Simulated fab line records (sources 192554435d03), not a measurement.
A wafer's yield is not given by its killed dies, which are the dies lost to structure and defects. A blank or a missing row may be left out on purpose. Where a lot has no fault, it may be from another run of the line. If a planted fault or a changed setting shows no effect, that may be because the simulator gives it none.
8D (eight disciplines) problem report, filled in by code | flow n5-finfet | the parts of the form that need people (team, actions taken, sign-off) are left out
Where a reading is given only as a bound, like >300, the bound stands for it, and a mean or a difference that rests on one is marked > or <: the true number lies beyond.

== 1. WHAT WENT WRONG ==
At N5_ZERO_LAYER_INSPECT_20, raw-defect-count averages 967 over 9 wafers from 3 lots, while fault-free wafers read 34, standard deviation 15. That is +62 standard deviations from the usual mean.
The step: inspects for defects (darkfield).
First seen on wafer L718.1, day 6 01:40, on defect-inspect-02. Wafers with a number at this step in the record: 27, from 9 lots. By rule, "out" or "out of limits" means more than 4 standard deviations away from the usual mean. Any other wafer with a number is counted as sound.

== 2. WHAT IT IS, AND WHAT IT ISN'T ==
question                    | is                                   | is not
which readings at this step | raw-defect-count                     | -
which lots                  | L718, L720, L722                     | L709, L713, L714, L715, L717, L723
which wafers of those lots  | all that have a number               | -
read on which gauges        | defect-inspect-01, defect-inspect-02 | -
when                        | from day 6 01:40                     | up to then (15 sound wafers); but 3 sound wafers of L723 came after

== 3. WHAT RULES OUT EACH SUSPECT ==
Counting: any tool at a process step up to the reading is kept as a suspect provided that every lot that is out went through it and no sound lot did after the first of them.
- the gauge at N5_ZERO_LAYER_INSPECT_20: ruled out. Those wafers that are out were read across 2 gauges (defect-inspect-01, defect-inspect-02).
- plasma-asher-01 at N5_ZERO_LAYER_STRIP_24 (strips in O2): kept. It ran every lot that is out, first L718 (day 6 01:19), and no sound lot after that; its last sound lot up to then is L717 (day 5 18:58).
Left after counting: plasma-asher-01 at N5_ZERO_LAYER_STRIP_24.

== 4. THE CAUSE (what the simulator had put in) ==
Chamber particle source: plasma-asher-01, from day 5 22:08 on, at N5_ZERO_LAYER_STRIP_24. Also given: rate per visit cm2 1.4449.
After counting, this tool was the only one left.

== 5. SEQUENCE OF EFFECTS, ordered by route ==
Each row: a reading where the mean over the struck wafers with a number is more than 3 standard deviations away from the usual. Readings are gone through only where the record gives a usual standard deviation; hours: the median, over the lots, of the time from a lot's start at the first step in this table giving one to that lot's start at this step; sigmas: the change measured in usual standard deviations.
hours | step                     | reading          | usual | on struck wafers | change | sigmas
0     | N5_ZERO_LAYER_INSPECT_20 | raw-defect-count | 34    | 967              | +933   | +62
0     | N5_WELL_APT_INSPECT_10   | raw-defect-count | 2.0   | >300             | >+298  | +99 or more
4     | N5_WELL_APT_INSPECT_38   | raw-defect-count | 13    | 942              | +929   | +99 or more
At these later measuring or inspecting steps, every struck wafer for which the step has a row has a number for every such reading, and none has moved that far: N5_WELL_APT_OVL_MEAS_09, N5_PMOS_HMC_CHANNEL_EPI_CD_MEAS_09, N5_BEOL_M4_RC_MEAS_101.

== 6. WHAT WOULD HAVE CAUGHT IT SOONER ==
Counted from the fault's start at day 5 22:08, it took 4 hours until the first out-of-limits reading at a measuring or inspecting step in this record, taken at day 6 01:40.
Tool readings at N5_ZERO_LAYER_STRIP_24 with a usual standard deviation given in the record: none out on any struck wafer, hence no alarm at a limit of 4 standard deviations on them.
Lots out: 3; of these, L720, L722 started N5_ZERO_LAYER_STRIP_24 on plasma-asher-01 after day 6 01:40. A hold on the tool at that time would have spared those 2.
